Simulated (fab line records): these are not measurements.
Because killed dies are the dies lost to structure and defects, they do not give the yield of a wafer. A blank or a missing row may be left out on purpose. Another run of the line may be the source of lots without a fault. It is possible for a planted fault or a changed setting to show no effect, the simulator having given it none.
Matching of chambers    flow n5_finfet    N5_DUMMY_GATE_ETCH_44 on rie_si-02 has 3 sister chambers
The step etches poly-Si in HBr/O2, stops on SiO2, target depth 127.5 nm. 20 wafers are shown with their chamber, then 7 later ones without.

EACH WAFER AND ITS CHAMBER
wafer   chamber  drypump_motor_current_A (A)  throttle_valve_pct (%)  oes_product_au (a.u.)
L076.4  0        5.4                          18.81                   0.742
L076.5  3        6.1                          18.81                   0.724
L076.6  2        5.2                          18.67                   0.724
L079.2  0        5.4                          18.79                   0.719
L079.3  3        6.1                          18.81                   0.716
L079.4  2        5.2                          18.68                   0.718
L080.2  3        6.1                          18.81                   0.716
L080.5  3        6.1                          18.81                   0.708
L080.6  2        5.2                          18.67                   0.726
L081.1  0        5.4                          18.78                   0.731
L081.4  2        5.2                          18.66                   0.724
L081.5  3        6.1                          18.79                   0.715
L085.2  0        5.4                          18.79                   0.735
L085.3  3        6.1                          18.81                   0.722
L085.4  2        5.2                          18.66                   0.718
L089.2  3        6.1                          18.81                   0.718
L089.5  2        5.3                          18.66                   0.725
L089.6  3        6.1                          18.82                   0.715
L090.1  3        6.1                          18.81                   0.718
L090.3  0        5.4                          18.81                   0.729

SIGNATURES, as means of the wafers listed above
reading                  chamber 0  chamber 2  chamber 3  scatter within a chamber
drypump_motor_current_A  5.400      5.217      6.100      0.0221
throttle_valve_pct       18.7960    18.6667    18.8089    0.00952
oes_product_au           0.73120    0.72250    0.71689    0.00551
Rule: a wafer lies at a distance from a chamber equal to the root of the sum of squares, over the readings, of (its reading less the chamber's mean, divided by the reading's scatter). The wafer belongs to the nearest chamber; if the next one is less than 2 further off, it can't be placed. How the scatter is found: for the shown wafers, subtract from each reading the mean of its chamber, square and add these, divide the total by (wafers less chambers), then take the root.

WAFERS WITH NO CHAMBER GIVEN
wafer   drypump_motor_current_A (A)  throttle_valve_pct (%)  oes_product_au (a.u.)
L090.4  5.3                          18.66                   0.726
L091.1  5.4                          18.79                   0.740
L091.2  6.1                          18.80                   0.736
L096.1  5.4                          18.79                   0.729
L096.2  6.1                          18.81                   0.714
L097.3  5.4                          18.79                   0.720
L097.5  5.3                          18.66                   0.718

WHICH CHAMBER EACH WENT THROUGH
wafer   from the rows above  in truth
L090.4  2                    2
L091.1  0                    0
L091.2  3                    3
L096.1  0                    0
L096.2  3                    3
L097.3  0                    0
L097.5  2                    2
Correct placement for 7 of the 7. Can't be placed from these rows: 0. Number placed wrongly: 0.
